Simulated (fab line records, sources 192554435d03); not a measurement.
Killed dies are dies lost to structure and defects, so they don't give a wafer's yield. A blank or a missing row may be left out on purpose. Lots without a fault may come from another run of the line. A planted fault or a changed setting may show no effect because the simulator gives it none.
Which tool did it? | flow n5_finfet | 11 lots, 28 wafers sampled, at 4 steps of a route of 1938

WHAT THE GAUGES READ, wafer by wafer
N5_BEOL_M1_CD_MEAS_18: pitch 36 nm, target cd 18 nm.
lot  | measured     | on        | cd_nm (nm)
L475 | day 6 13:19  | cd_sem-01 | 17.5 17.5 18.3
L478 | day 7 13:54  | cd_sem-02 | 17.5 17.0 17.6
L479 | day 7 13:56  | cd_sem-01 | 17.8 17.2 18.3
L480 | day 7 15:46  | cd_sem-02 | 17.8 17.3 18.0
L483 | day 8 10:10  | cd_sem-03 | 18.3 17.9 18.4
L487 | day 9 12:24  | cd_sem-02 | 17.0
L490 | day 10 09:58 | cd_sem-02 | 18.7 17.5
L492 | day 10 17:04 | cd_sem-01 | 17.4 17.7 17.5
L493 | day 11 02:45 | cd_sem-03 | 18.5 18.1 18.3
L495 | day 11 13:07 | cd_sem-02 | 17.9 18.4
L496 | day 12 01:02 | cd_sem-01 | 17.2 18.0

WHICH TOOL RAN EACH LOT (tool, then ch and the chambers of the sampled wafers, then the start)
lot  | N5_BEOL_M1_HM_DEP_02         | N5_BEOL_M1_DESCUM_16               | N5_BEOL_M1_ETCH_74
L475 | pvd_sputter-02, day 6 12:14  | rie_diel-02 ch 1,2, day 6 12:53    | rie_diel-02 ch 1,2, day 6 12:55
L478 | pvd_sputter-02, day 7 11:08  | rie_diel-06 ch 0,1,3, day 7 13:19  | rie_diel-06 ch 0,1,3, day 7 13:20
L479 | pvd_sputter-02, day 7 11:14  | rie_diel-01 ch 0,1,2, day 7 13:19  | rie_diel-01 ch 0,1,2, day 7 13:21
L480 | pvd_sputter-01, day 7 14:02  | rie_diel-06 ch 0,1, day 7 15:15    | rie_diel-06 ch 1,2,3, day 7 15:17
L483 | pvd_sputter-01, day 8 09:06  | rie_diel-01 ch 1,2, day 8 09:44    | rie_diel-01 ch 1,2, day 8 09:46
L487 | pvd_sputter-01, day 9 11:25  | rie_diel-01 ch 1, day 9 11:56      | rie_diel-01 ch 1, day 9 11:58
L490 | pvd_sputter-02, day 10 08:56 | rie_diel-01 ch 0,2, day 10 09:32   | rie_diel-01 ch 0,2, day 10 09:34
L492 | pvd_sputter-01, day 10 16:05 | rie_diel-06 ch 0,1,3, day 10 16:38 | rie_diel-06 ch 0,1,3, day 10 16:40
L493 | pvd_sputter-02, day 11 01:40 | rie_diel-02 ch 0,3, day 11 02:11   | rie_diel-02 ch 0,3, day 11 02:13
L495 | pvd_sputter-03, day 11 12:05 | rie_diel-06 ch 0,2, day 11 12:37   | rie_diel-06 ch 0,2, day 11 12:39
L496 | pvd_sputter-03, day 12 00:04 | rie_diel-06 ch 0,2, day 12 00:35   | rie_diel-06 ch 0,2, day 12 00:37
- N5_BEOL_M1_HM_DEP_02: deposits TiN, target thk 20 nm.
- N5_BEOL_M1_DESCUM_16: chemistry O2, time 7 s.
- N5_BEOL_M1_ETCH_74: etches underlayer in N2/H2, target depth 6.5 nm, time 5.2 s.

THE ANSWER, worked out from the rows above alone
Rule: what is usual is taken from the lots themselves. Put in order of their means at a reading, lots are off if they are a third of the lots or fewer, leave a main group of 4 or more, and stand apart from it by a gap of 3 or more times the standard deviation of the main group's means; of several such gaps the widest counts. A main group whose means are all the same, to the digits that the tables above print for the reading, isn't used. A lot without any number at a reading at which 4 lots or more have one is off too. The other lots that the step has rows for count as sound.
No lot is off at any reading shown: from this, nothing can be told.

WHAT THE SIMULATOR HAD PUT IN
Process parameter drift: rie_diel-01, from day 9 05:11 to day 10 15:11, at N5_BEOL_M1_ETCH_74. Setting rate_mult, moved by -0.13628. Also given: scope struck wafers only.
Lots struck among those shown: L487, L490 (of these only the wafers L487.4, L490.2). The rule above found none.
